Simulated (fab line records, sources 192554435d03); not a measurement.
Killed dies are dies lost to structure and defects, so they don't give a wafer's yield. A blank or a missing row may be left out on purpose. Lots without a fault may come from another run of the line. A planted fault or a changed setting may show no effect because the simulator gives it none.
Chamber matching | flow n5_finfet | N5_HKMG_FIN_DESCUM_17 on rie_diel-03: 4 sister chambers
The step chemistry O2, time 7.9 s. 8 wafers are shown with their chamber, then 9 later ones without.

WAFERS WITH THEIR CHAMBER
wafer  | chamber | showerhead_plenum_p_Torr (Torr) | throttle_valve_pct (%)
L080.5 | 1       | 2.26                            | 20.19
L080.6 | 2       | 2.02                            | 20.46
L082.1 | 0       | 2.04                            | 20.57
L082.2 | 2       | 2.02                            | 20.48
L082.3 | 1       | 2.25                            | 20.19
L082.4 | 3       | 2.20                            | 20.20
L082.5 | 0       | 2.04                            | 20.55
L082.6 | 3       | 2.20                            | 20.19

WAFERS WITHOUT THEIR CHAMBER
wafer  | showerhead_plenum_p_Torr (Torr) | throttle_valve_pct (%)
L085.1 | 2.01                            | 20.47
L085.4 | 2.20                            | 20.20
L085.5 | 2.01                            | 20.47
L090.4 | 2.20                            | 20.22
L090.5 | 2.01                            | 20.50
L090.6 | 2.25                            | 20.21
L092.4 | 2.25                            | 20.22
L092.5 | 2.25                            | 20.21
L092.6 | 2.01                            | 20.50

WHICH CHAMBER EACH WENT THROUGH
wafer  | from the rows above | in truth
L085.1 | 2                   | 2
L085.4 | 3                   | 3
L085.5 | 2                   | 2
L090.4 | 3                   | 3
L090.5 | 2                   | 2
L090.6 | 1                   | 1
L092.4 | 1                   | 1
L092.5 | 1                   | 1
L092.6 | 2                   | 2
Placed correctly: 9 of 9. Can't be placed from these rows: 0. Placed wrongly: 0.
How it was worked out, from the rows above alone: a wafer's distance from a chamber is the root of the sum, over the readings, of the square of ((its reading less the chamber's mean) divided by the reading's scatter). The wafer belongs to the nearest chamber; if the next one is less than 2 further off, it can't be placed. A chamber's mean is the mean of its shown wafers. The scatter: the root of (the sum of the squares of (reading less its chamber's mean) over the shown wafers, divided by (wafers less chambers)).
